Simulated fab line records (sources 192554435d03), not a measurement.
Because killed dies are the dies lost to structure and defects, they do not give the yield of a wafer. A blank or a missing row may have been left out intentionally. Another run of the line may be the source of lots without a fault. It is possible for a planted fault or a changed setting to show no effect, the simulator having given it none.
fab line records	flow n5Finfet
record: lots: 7	wafers: 21
route steps=1938 shown BEOL_M4@1074 BEOL_M5@1140
startH: hours from the record's opening day to when the first of the lot's shown wafers began	waitH: time in hours since the lot's previous step	" unchanged from the row above	L1.1+2: a single row standing in for several wafers	- no value, or no start was given	* or withheld: withheld	< > ~ a bound
route shown NAME@n: names a module that has steps shown in the file, with the first one's number in the route	usual: mean/standard deviation taken from wafers without a fault	same: alike in all rows	chamber/n: place in a boat	sites: per-site readings	_std_site: standard deviation across them	_edge_site: inner sites' mean taken away from outer sites' mean	radiusMm: how far each site lies from the wafer's centre	mask NAME#n: copy n	behind: the tool/chamber that last shaped the wafer	hold: what put the lot on hold/how long, in hours/how the hold closed	device: the transistor (n, p or np) that didn't switch	end of line: at the end of the route, the tests of the same wafers	a step with no rows: only its recipe	killed: at the first sort, the dies lost to defects and structure; wafer yield is something else	map: a wafer's dies, x killed, . not, _ none there
set.NAME: the run value of the setting; set.NAME@STEP: its run value at that earlier step	model.NAME: the simulator's own value behind a step, which no gauge read
lots run with intentionally changed settings; tables by step, rows by wafer
== steps ==
step: N5_BEOL_M4_HM_STRIP_39
recipe: chemistry: peroxideTinStrip	material: TiN	targetDepthA: 250	tempC: 50	timeS: 158
lot.wafer	tool	chamber	startH	waitH	set.timeS
L074.1+2+5	-	-	-	0.0	147
L075.1+2+3	wetBench-02	6,3,5	179.58	0.0	158
L077.1+3+5	-	-	-	0.0	158
L080.1+2+6	-	-	-	0.0	158
L088.1+2+4	-	-	-	0.0	141.4
L092.1+2+3	-	-	-	0.1	129.9
L093.1+2+5	-	-	-	0.0	130.5
step: N5_BEOL_M4_SRD_40
recipe: timeS: 30	tempC: 23	rinseLiquid: diw	dry: ipaMarangoni
step: N5_BEOL_M4_PRECLEAN_42
recipe: chemistry: residueRemover	timeS: 60	tempC: 40
step: N5_BEOL_M4_ECD_50
recipe: material: Cu	targetThkA: 3000
step: N5_BEOL_M4_ANNEAL_51
recipe: tempC: 225	timeS: 90	ambient: N2
step: N5_BEOL_M4_CMP_52
recipe: stopOn: SiOC	tOverpolishS: 6.8	downForcePsi: 1	platenRpm: 50	clearingPlatenDownForcePsi: 1.5	clearingPlatenRpm: 50	postCmpClean: cuAlkaline	targetThkNm: 40	clearingPlatenPadVelocityMS: 0.99484	padVelocityMS: 0.99484
lot.wafer	tool	chamber	startH	waitH	set.timeS@BEOL_M4_TRENCH_ETCH_37	model.Cu_of_BEOL_M4_ECD_50.thkNm
L075.1	cmp-03	2	182.95	0.3	29.2	39.2
L075.2	"	3	"	"	29.2	38.8
L075.3	"	0	"	"	29.2	36.2
L074.1	cmp-01	3	184.43	0.3	29.2	38.2
L074.2	"	1	"	"	29.2	40.6
L074.5	"	3	"	"	26.17	33.2
L077.3	cmp-04	2	188.52	0.2	29.2	39.8
L077.1	"	1	"	"	29.2	40
L077.5	"	2	"	"	29.2	38.2
L080.1	cmp-01	3	209.28	0.3	25.54	31.6
L080.2	"	0	"	"	25.54	32.6
L080.6	"	2	"	"	29.2	38.8
L088.4	cmp-04	2	252.31	0.1	29.2	40
L088.1	"	3	"	"	33.49	49.4
L088.2	"	0	"	"	29.2	39.4
L092.1	cmp-01	1	273.71	0.3	26.04	32
L092.2	"	2	"	"	26.04	31.6
L092.3	"	0	"	"	29.2	38.6
L093.1	cmp-03	3	284.36	0.3	29.2	37.4
L093.2+5	"	0	"	"	29.2	36.4
step: N5_BEOL_M4_THK_MEAS_53
recipe: thkMeasGauge: xrf	reads: Cu_of_BEOL_M4_ECD_50
usual: M4_THK: 39.0/1.4
lot.wafer	tool	chamber	startH	waitH	set.timeS@BEOL_M4_TRENCH_ETCH_37	M4_THK[nm]
L075.1	filmMetro-02	-	183.20	-	29.2	38.9
L075.2	"	-	"	"	29.2	38.4
L075.3	"	-	"	"	29.2	36.0
L074.1	filmMetro-02	-	184.73	-	29.2	38.0
L074.2	"	-	"	"	29.2	40.2
L074.5	"	-	"	"	26.17	32.8
L077.1	filmMetro-01	-	188.81	-	29.2	39.8
L077.3	"	-	"	"	29.2	39.7
L077.5	"	-	"	"	29.2	38.0
L080.1	filmMetro-02	-	209.50	-	25.54	31.7
L080.2	"	-	"	"	25.54	32.6
L080.6	"	-	"	"	29.2	39.0
L088.1	filmMetro-01	-	252.61	-	33.49	48.7
L088.2	"	-	"	"	29.2	38.7
L088.4	"	-	"	"	29.2	39.6
L092.1	filmMetro-02	-	274.01	-	26.04	32.0
L092.2	"	-	"	"	26.04	31.6
L092.3	"	-	"	"	29.2	38.5
L093.1	filmMetro-02	-	284.65	-	29.2	37.3
L093.2	"	-	"	"	29.2	36.4
L093.5	"	-	"	"	29.2	36.3
step: N5_BEOL_M4_PRE_CLEAN_60
recipe: gas: NH3/H2	timeS: 15	tempC: *	rfPowerW: 300
step: N5_BEOL_M4_CO_CAP_55
recipe: material: Co	targetThkA: 20	tempC: 200	precursor: CCTBA/H2	pressureTorr: 30	timeS: 102.1
step: N5_BEOL_M4_PRE_CLEAN_56
recipe: gas: NH3	timeS: 15	tempC: withheld	rfPowerW: 300
step: N5_BEOL_M4_DEP_57
recipe: material: SiCN	targetThkA: 80	tempC: withheld	precursor: 3MS/NH3	pressureTorr: 3	rfW: 202	timeS: 14
step: N5_BEOL_M4_RS_MEAS_58
recipe: thkMeasGauge: four-point-probe	reads: Co_of_BEOL_M4_CO_CAP_55+Cu_of_BEOL_M4_ECD_50+Co_of_BEOL_M4_CVD_47+TaN_of_BEOL_M4_ALD_84
usual: M4_RS: 0.69/0.031
lot.wafer	tool	chamber	startH	waitH	set.timeS@BEOL_M4_TRENCH_ETCH_37	M4_RS[ohm/sq]
L075.1	filmMetro-02	-	183.47	0.0	29.2	0.68
L075.2	"	-	"	"	29.2	0.70
L075.3	"	-	"	"	29.2	0.76
L074.1	filmMetro-01	-	184.99	0.0	29.2	0.71
L074.2	"	-	"	"	29.2	0.66
L074.5	"	-	"	"	26.17	0.85
L077.1	filmMetro-01	-	189.07	0.0	29.2	0.67
L077.3	"	-	"	"	29.2	0.67
L077.5	"	-	"	"	29.2	0.71
L080.1	filmMetro-01	-	209.76	0.0	25.54	0.91
L080.2	"	-	"	"	25.54	0.86
L080.6	"	-	"	"	29.2	0.69
L088.1	filmMetro-01	-	253.04	0.0	33.49	0.51
L088.2	"	-	"	"	29.2	0.68
L088.4	"	-	"	"	29.2	0.67
L092.1	filmMetro-02	-	274.27	0.1	26.04	0.90
L092.2	"	-	"	"	26.04	0.91
L092.3	"	-	"	"	29.2	0.70
L093.1	filmMetro-01	-	284.91	0.0	29.2	0.73
L093.2	"	-	"	"	29.2	0.75
L093.5	"	-	"	"	29.2	0.76
step: N5_BEOL_M4_RC_MEAS_101
usual: CJ_N: 4.32/0.088	CJ_P: 5.80/0.13	COMB_M1: 5.7e-11/1e-11	COMB_M2: 5.7e-11/1.3e-11	COMB_M3: 5.8e-11/1.2e-11	COMB_M4: 6.2e-11/1.2e-11	DIBL_N: 36.3/1.4	DIBL_P: 35.7/1.5	EOT_N: 10.53/0.095	EOT_P: 10.47/0.087	IGATE_N: 0.0121/0.0015	IGATE_P: 0.0036/0.00044	IOFF_N: 0.155/0.022	IOFF_N_85C: 3.0/0.36	IOFF_N_LIN: 0.072/0.0083	IOFF_N_LONG: 5.55e-05/2.7e-06	IOFF_P: 0.204/0.027	IOFF_P_85C: 3.6/0.4	IOFF_P_LIN: 0.098/0.011	IOFF_P_LONG: 0.000105/8.6e-06	ION_N: 671/9	ION_P: 459/6.2	RC_DENSE_N: 18.9/0.32	RC_DENSE_P: 23.5/0.4	RC_N: 15.40/0.25	RC_P: 19.2/0.31	REXT_N: 75.4/1.5	REXT_P: 100.0/1.7	RS_NWELL: 1037/6.9	RS_PWELL: 3007/24	RS_SD_N: 28.2/0.39	RS_SD_P: 65.5/0.85	SERP_M1: 197/13	SERP_M2: 203/12	SERP_M3: 197/13	SERP_M4: 200/13	SS_N: 71.5/0.54	SS_P: 73.1/0.56	VT_N: 250.2/2.6	VT_N_LONG: 274.4/1.9	VT_N_LVT: 98.8/2.7	VT_P: -251/3.3	VT_P_LONG: -275.9/2.9	VT_P_LVT: -99.2/2.7
lot.wafer	tool	chamber	startH	waitH	set.timeS@BEOL_M4_TRENCH_ETCH_37	CJ_N	CJ_P	COMB_M1[S/m]	COMB_M2[S/m]	COMB_M3[S/m]	COMB_M4[S/m]	DIBL_N[mV/V]	DIBL_P[mV/V]	EOT_N	EOT_P	IGATE_N[nA/um]	IGATE_P[nA/um]	IOFF_N[nA/um]	IOFF_N_85C[nA/um]	IOFF_N_LIN[nA/um]	IOFF_N_LONG[nA/um]	IOFF_P[nA/um]	IOFF_P_85C[nA/um]	IOFF_P_LIN[nA/um]	IOFF_P_LONG[nA/um]	ION_N[uA/um]	ION_P[uA/um]	RC_DENSE_N[ohm.um]	RC_DENSE_P[ohm.um]	RC_N[ohm.um]	RC_P[ohm.um]	REXT_N[ohm.um]	REXT_P[ohm.um]	RS_NWELL[ohm/sq]	RS_PWELL[ohm/sq]	RS_SD_N[ohm/sq]	RS_SD_P[ohm/sq]	SERP_M1[ohm/um]	SERP_M2[ohm/um]	SERP_M3[ohm/um]	SERP_M4[ohm/um]	SS_N[mV/dec]	SS_P[mV/dec]	VT_N[mV]	VT_N_LONG[mV]	VT_N_LVT[mV]	VT_P[mV]	VT_P_LONG[mV]	VT_P_LVT[mV]
L075.1	prober-02	0	183.52	0.0	29.2	4.51	5.66	5e-11	2.5e-11	7e-11	5.8e-11	37.0	36.4	10.55	10.27	0.0135	0.0042	0.153	3.0	0.071	5.67e-05	0.230	3.9	0.109	0.000113	671	462	19.0	23.9	15.50	19.4	74.7	101.4	1035	2995	28.6	66.3	210	206	197	195	71.2	72.9	250.3	277.2	99.5	-247	-270.6	-98.0
L075.2	"	0	"	"	29.2	4.43	5.74	4.2e-11	6.3e-11	6.5e-11	4.8e-11	36.1	35.1	10.50	10.38	0.0137	0.0042	0.138	2.8	0.066	5.61e-05	0.201	3.6	0.100	0.000111	671	465	18.4	22.9	14.91	18.7	74.7	101.4	1025	3010	28.5	66.4	210	224	198	200	70.6	72.8	251.6	273.6	100.3	-249	-272.7	-98.9
L075.3	"	0	"	"	29.2	4.43	5.92	5.8e-11	4e-11	6.2e-11	5.5e-11	37.2	36.6	10.47	10.39	0.0124	0.0038	0.163	3.2	0.076	5.61e-05	0.231	4.0	0.110	0.000115	675	466	19.1	23.9	15.69	19.5	75.3	102.4	1021	3010	28.3	65.7	202	210	195	205	71.6	73.9	247.0	274.3	97.9	-247	-274.1	-97.0
L074.1	prober-01	0	185.04	0.0	29.2	4.31	5.94	5.4e-11	6.1e-11	5.7e-11	4.6e-11	30.9	29.5	10.61	10.60	0.0117	0.0034	0.093	2.0	0.050	6.02e-05	0.149	2.7	0.081	0.000124	661	458	18.9	23.3	15.27	19.1	77.2	99.8	1032	2969	28.4	65.6	199	199	195	224	69.9	70.8	254.1	269.8	102.0	-253	-269.9	-99.7
L074.2	"	0	"	"	29.2	4.32	5.71	6e-11	5.5e-11	4.8e-11	5.5e-11	34.3	32.5	10.67	10.59	0.0101	0.0030	0.138	2.8	0.066	5.97e-05	0.183	3.3	0.094	0.000116	666	452	18.9	23.4	15.34	18.9	76.7	101.6	1038	3000	28.2	65.3	182	186	172	195	71.4	72.2	248.7	274.8	97.2	-252	-274.9	-97.2
L074.5	"	0	"	"	26.17	4.32	5.84	6.4e-11	9.4e-11	4.6e-11	4.6e-11	32.2	31.8	10.49	10.81	0.0109	0.0007	0.000	0.0	0.000	2.72e-05	1.913	23.5	1.010	0.000574	329	548	18.4	23.0	15.09	18.9	76.3	100.5	1029	3017	28.6	65.1	198	194	167	246	70.8	72.2	406.9	425.6	258.3	-183	-224.4	-31.9
L077.1	prober-02	0	189.13	0.0	29.2	4.36	5.89	6.4e-11	5.4e-11	5.3e-11	5.5e-11	30.8	30.1	10.58	10.52	0.0134	0.0023	0.085	1.9	0.046	5.64e-05	0.096	1.8	0.053	8.6e-05	645	435	19.0	23.4	15.52	19.2	76.3	99.2	1039	3018	28.2	64.1	219	196	213	197	69.4	71.0	256.1	273.8	91.5	-265	-286.3	-99.1
L077.3	"	0	"	"	29.2	4.39	5.91	4.8e-11	8.2e-11	7.2e-11	7.1e-11	32.3	32.1	10.62	10.63	0.0141	0.0024	0.111	2.3	0.057	5.81e-05	0.110	2.1	0.059	8.5e-05	664	445	19.5	23.7	15.81	19.5	75.9	99.9	1036	2995	28.0	63.7	201	209	209	202	70.2	72.1	250.8	274.2	86.2	-264	-287.5	-97.5
L077.5	"	0	"	"	29.2	4.34	5.74	4.1e-11	8e-11	4.6e-11	6.2e-11	38.2	38.8	10.68	10.51	0.0115	0.0034	0.212	4.0	0.097	6.05e-05	0.222	3.7	0.100	9.6e-05	686	456	19.4	23.9	15.99	19.6	76.0	100.8	1039	3024	28.4	63.7	210	201	206	199	71.1	73.6	243.2	272.4	92.0	-252	-278.7	-98.3
L080.1	prober-01	0	209.81	0.0	25.54	4.24	5.87	5.4e-11	5.5e-11	7.2e-11	5.5e-11	38.8	38.0	10.60	10.76	0.0104	0.0009	0.100	2.1	0.043	3.65e-05	0.349	5.6	0.160	0.000134	632	469	18.9	23.5	15.52	19.3	73.8	100.1	1026	2997	28.6	66.1	221	214	218	262	73.2	73.8	267.8	292.3	104.8	-237	-267.4	-77.1
L080.2	"	0	"	"	25.54	4.18	5.75	6.3e-11	6.1e-11	6.2e-11	4.8e-11	38.8	39.0	10.44	10.75	0.0123	0.0011	0.101	2.1	0.045	3.57e-05	0.377	6.0	0.168	0.000132	640	478	18.8	23.5	15.35	19.0	73.8	100.5	1035	2996	28.2	65.4	215	205	219	245	72.3	73.7	265.7	292.3	105.0	-235	-267.5	-77.2
L080.6	"	0	"	"	29.2	4.21	5.86	6.3e-11	6.3e-11	4.6e-11	5.8e-11	36.6	35.6	10.56	10.81	0.0112	0.0010	0.075	1.7	0.035	3.6e-05	0.294	4.9	0.140	0.000134	616	463	19.2	24.3	15.91	19.6	75.0	101.7	1037	2998	28.7	66.1	205	213	204	189	71.6	73.5	269.1	291.6	110.8	-242	-266.3	-79.6
L088.1	prober-01	0	253.09	0.0	33.49	4.42	5.85	6.5e-11	8.7e-11	8.4e-11	3.9e-11	38.2	35.5	10.35	10.39	0.0130	0.0038	0.180	3.4	0.079	5.69e-05	0.190	3.3	0.087	9e-05	681	453	19.4	24.2	15.68	19.7	71.5	98.4	1038	2949	27.8	65.0	208	201	195	156	71.9	73.8	246.5	273.7	95.4	-254	-279.0	-101.5
L088.2	"	0	"	"	29.2	4.26	5.93	4.5e-11	5.4e-11	4.2e-11	5.5e-11	37.5	36.0	10.35	10.41	0.0139	0.0043	0.164	3.2	0.077	5.68e-05	0.197	3.5	0.091	9.5e-05	671	458	18.6	23.2	15.23	18.9	72.3	98.3	1022	2973	28.0	64.2	197	211	182	208	71.7	73.5	250.8	276.0	99.8	-254	-277.9	-102.4
L088.4	"	0	"	"	29.2	4.36	5.71	7.9e-11	5.5e-11	6.4e-11	5.1e-11	36.9	34.0	10.44	10.40	0.0148	0.0045	0.152	3.0	0.071	5.63e-05	0.178	3.2	0.086	9.2e-05	666	456	18.7	23.2	15.29	19.1	71.8	98.0	1042	2982	28.1	64.0	191	194	191	200	71.4	72.9	248.7	270.8	98.9	-256	-279.5	-102.5
L092.1	prober-01	0	274.32	0.0	26.04	4.24	5.82	5.1e-11	4.1e-11	5.8e-11	8.5e-11	35.6	35.4	10.53	10.52	0.0109	0.0033	0.141	2.8	0.067	5.55e-05	0.204	3.5	0.097	0.00011	673	455	18.4	23.3	15.07	19.0	76.9	99.5	1048	2999	27.8	66.3	209	179	223	234	71.2	73.7	251.8	275.9	104.0	-249	-271.7	-101.7
L092.2	"	0	"	"	26.04	4.32	6.02	6.3e-11	4.9e-11	4.2e-11	6.5e-11	34.2	33.7	10.47	10.56	0.0121	0.0037	0.120	2.5	0.058	5.46e-05	0.176	3.1	0.086	0.00011	667	457	19.0	23.9	15.39	19.6	77.0	98.9	1056	2985	28.1	66.6	217	203	206	249	71.0	72.8	253.1	274.3	103.7	-252	-273.3	-102.3
L092.3	"	0	"	"	29.2	4.27	5.92	5.7e-11	5.3e-11	5.5e-11	6.6e-11	35.3	35.0	10.56	10.55	0.0102	0.0032	0.135	2.7	0.063	5.46e-05	0.199	3.4	0.095	0.000113	664	459	18.6	23.9	15.35	19.4	76.9	98.9	1037	3000	27.6	66.2	227	183	207	223	71.2	73.0	252.2	275.8	104.3	-250	-271.7	-101.3
L093.1	prober-02	0	284.96	0.0	29.2	4.31	5.93	5.6e-11	5.5e-11	6.3e-11	4.8e-11	36.1	37.8	10.50	10.72	0.0110	0.0007	0.001	0.1	0.001	2.37e-05	1.728	21.7	0.827	0.000415	388	545	18.9	23.6	15.46	19.2	76.3	98.5	1047	2988	28.3	64.6	178	212	183	223	71.5	72.9	383.3	408.7	230.6	-192	-231.1	-38.9
L093.2	"	0	"	"	29.2	4.33	5.80	5.2e-11	5.1e-11	6.9e-11	6.1e-11	36.2	37.7	10.47	10.81	0.0103	0.0007	0.002	0.1	0.001	2.41e-05	1.771	22.0	0.836	0.000414	386	538	19.2	23.8	15.77	19.4	76.3	98.0	1035	2971	28.5	65.1	186	193	191	231	71.3	73.2	384.1	403.8	231.7	-190	-230.5	-38.9
L093.5	"	0	"	"	29.2	4.27	5.95	4.9e-11	1.05e-10	4.8e-11	5.8e-11	36.3	36.8	10.56	10.41	0.0118	0.0036	0.152	2.9	0.070	5.33e-05	0.217	3.8	0.103	0.000113	661	466	18.9	23.5	15.40	19.0	76.2	98.1	1025	2972	28.4	65.1	190	200	184	232	71.6	73.3	250.8	274.2	99.7	-250	-274.6	-96.4
step: N5_BEOL_M5_COAT_66
recipe: resist: SiARC	tempC: 220	timeS: 60	spinRpm: 1500	resistThkNm: 12
lot.wafer	tool	chamber	startH	waitH	set.spinRpm	model.SiARC_of_BEOL_M5_COAT_66.thkNm
L075.1+2+3	lithoTrack-04	0	-	-	1500	12
L074.1+2	lithoTrack-04	0	-	-	1635	11.6
L074.5	"	0	"	"	1500	12
L077.1+5	lithoTrack-04	0	-	-	1500	12
L077.3	"	0	"	"	1645	11.4
L080.1+2	lithoTrack-04	0	-	-	1550	11.8
L080.6	"	0	"	"	1500	12
L088.1+2+4	lithoTrack-03	0	-	-	1500	12
L092.1+3	lithoTrack-02	0	-	-	1500	12
L092.2	"	0	"	"	1543	11.8
L093.1	lithoTrack-02	0	-	-	1500	12
L093.2+5	"	0	"	"	1442	12.2
step: N5_BEOL_M5_COAT_22
recipe: resist: CAR-EUV	spinRpm: 1500	resistThkNm: 30
lot.wafer	tool	chamber	startH	waitH	set.spinRpm	model.CAR-EUV_of_BEOL_M5_COAT_22.thkNm
L075.1+2+3	lithoTrack-04	0	-	-	1500	30
L074.1	lithoTrack-04	0	-	-	1500	30
L074.2	"	0	"	"	1569	29.2
L074.5	"	0	"	"	1500	29.8
L077.1	lithoTrack-04	0	-	-	1500	30
L077.3	"	0	"	"	1420	30.8
L077.5	"	0	"	"	1500	30.2
L080.1+6	lithoTrack-04	0	-	-	1409	31
L080.2	"	0	"	"	1500	30
L088.1+2+4	lithoTrack-03	0	-	-	1500	30
L092.1+2+3	lithoTrack-02	0	-	-	1500	30
L093.1	lithoTrack-02	0	-	-	1500	29.8
L093.2	"	0	"	"	1500	30
L093.5	"	0	"	"	1611	29
step: N5_BEOL_M5_EBR_24
recipe: solvent: PGMEA	ebrWidthMm: 1.5
step: N5_BEOL_M5_SOFTBAKE_23
recipe: tempC: 110	timeS: 60	resist: CAR-EUV
step: N5_BEOL_M5_DESCUM_33
recipe: chemistry: O2	timeS: 7	sourcePowerW: 50	biasPowerW: 20	pressureMtorr: 20	rfFrequencyHz: 2.712e+07	tempC: 40	resist: CAR-EUV	o2FlowSccm: 225
lot.wafer	tool	chamber	startH	waitH	set.spinRpm@BEOL_M5_COAT_22	model.CAR-EUV_of_BEOL_M5_COAT_22.thkNm
L075.1+3	rieDiel-02	2,0	187.64	0.0	1500	26.2
L075.2	"	1	"	"	1500	26
L074.1+5	rieDiel-04	2,3	189.69	0.0	1500	26
L074.2	"	3	"	"	1569	25.4
L077.1+5	rieDiel-04	2	196.23	0.0	1500	26.2
L077.3	"	0	"	"	1420	27
L080.1	rieDiel-04	3	213.48	0.1	1409	27.2
L080.2	"	2	"	"	1500	26
L080.6	"	3	"	"	1409	27
L088.1+2	rieDiel-04	0,2	258.53	0.0	1500	26.2
L088.4	"	0	"	"	1500	26
L092.1+2+3	rieDiel-06	1,2,0	283.70	1.6	1500	26
L093.1+2	rieDiel-02	0,1	290.24	0.7	1500	26
L093.5	"	2	"	"	1611	25
step: N5_BEOL_M5_ETCH_75
recipe: chemistry: N2/H2	target: underlayer	targetDepthA: 65	maskMaterial: CAR-EUV	timeS: 5.2	ionEnergyEv: 200	pressureMtorr: 30	sourceW: 840	biasW: 150	n2FlowSccm: 200	h2FlowSccm: 200	ends: cleared
step: N5_BEOL_M5_ETCH_67
recipe: chemistry: CF4	target: SiARC	targetDepthA: 156	maskMaterial: CAR-EUV	timeS: 26	ionEnergyEv: 80	pressureMtorr: 40	sourceW: 545	biasW: 36	Ar_flow_sccm: 100	cf4FlowSccm: 100	ends: cleared
lot.wafer	tool	chamber	startH	waitH	set.spinRpm@BEOL_M5_COAT_66	set.spinRpm@BEOL_M5_COAT_22	model.CAR-EUV_of_BEOL_M5_COAT_22.thkNm	model.etch.depthNm
L075.1	rieDiel-02	2	187.69	0.0	1500	1500	11.2	12.04
L075.2	"	1	"	"	1500	1500	11	12.05
L075.3	"	0	"	"	1500	1500	11.2	12.06
L074.1	rieDiel-04	2	189.74	0.0	1635	1500	11.4	11.5
L074.2	"	3	"	"	1635	1569	10.8	11.5
L074.5	"	3	"	"	1500	1500	11	11.99
L077.1	rieDiel-04	2	196.28	0.0	1500	1500	11.2	11.99
L077.3	"	0	"	"	1645	1420	12.4	11.43
L077.5	"	2	"	"	1500	1500	11.2	12.02
L080.1	rieDiel-04	3	213.53	0.0	1550	1409	12.4	11.78
L080.2	"	2	"	"	1550	1500	11.2	11.81
L080.6	"	3	"	"	1500	1409	12.2	11.98
L088.1	rieDiel-04	0	258.58	0.0	1500	1500	11.2	12
L088.2	"	2	"	"	1500	1500	11.2	12.01
L088.4	"	0	"	"	1500	1500	11	12.01
L092.1	rieDiel-06	1	283.75	0.0	1500	1500	11.2	12.04
L092.2	"	2	"	"	1543	1500	11.2	11.9
L092.3	"	0	"	"	1500	1500	11	12.06
L093.1	rieDiel-02	0	290.29	0.0	1500	1500	11	11.98
L093.2	"	1	"	"	1442	1500	10.8	12.26
L093.5	"	2	"	"	1442	1611	9.8	12.26
== key ==
split: step: N5_BEOL_M4_HM_STRIP_39	setting: timeS	stated: 158	by: lot
response none clear
split: step: N5_BEOL_M5_COAT_66	setting: spinRpm	stated: 1500	by: wafer
response: step: N5_BEOL_M5_COAT_66	reading: model.SiARC_of_BEOL_M5_COAT_66.thkNm	change: -0.0547	per: 1%	r: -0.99
response: step: N5_BEOL_M5_ETCH_67	reading: model.etch.depthNm	change: -0.0576	per: 1%	r: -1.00
split: step: N5_BEOL_M5_COAT_22	setting: spinRpm	stated: 1500	by: wafer
response: step: N5_BEOL_M5_COAT_22	reading: model.CAR-EUV_of_BEOL_M5_COAT_22.thkNm	change: -0.139	per: 1%	r: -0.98
response: step: N5_BEOL_M5_DESCUM_33	reading: model.CAR-EUV_of_BEOL_M5_COAT_22.thkNm	change: -0.149	per: 1%	r: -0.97
response: step: N5_BEOL_M5_ETCH_67	reading: model.CAR-EUV_of_BEOL_M5_COAT_22.thkNm	change: -0.163	per: 1%	r: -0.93
split outsideThisFile step=N5_BEOL_M4_TRENCH_ETCH_37 setting=timeS
split outsideThisFile: this setting was split too, and the file shows its column; the key of that split is in another file
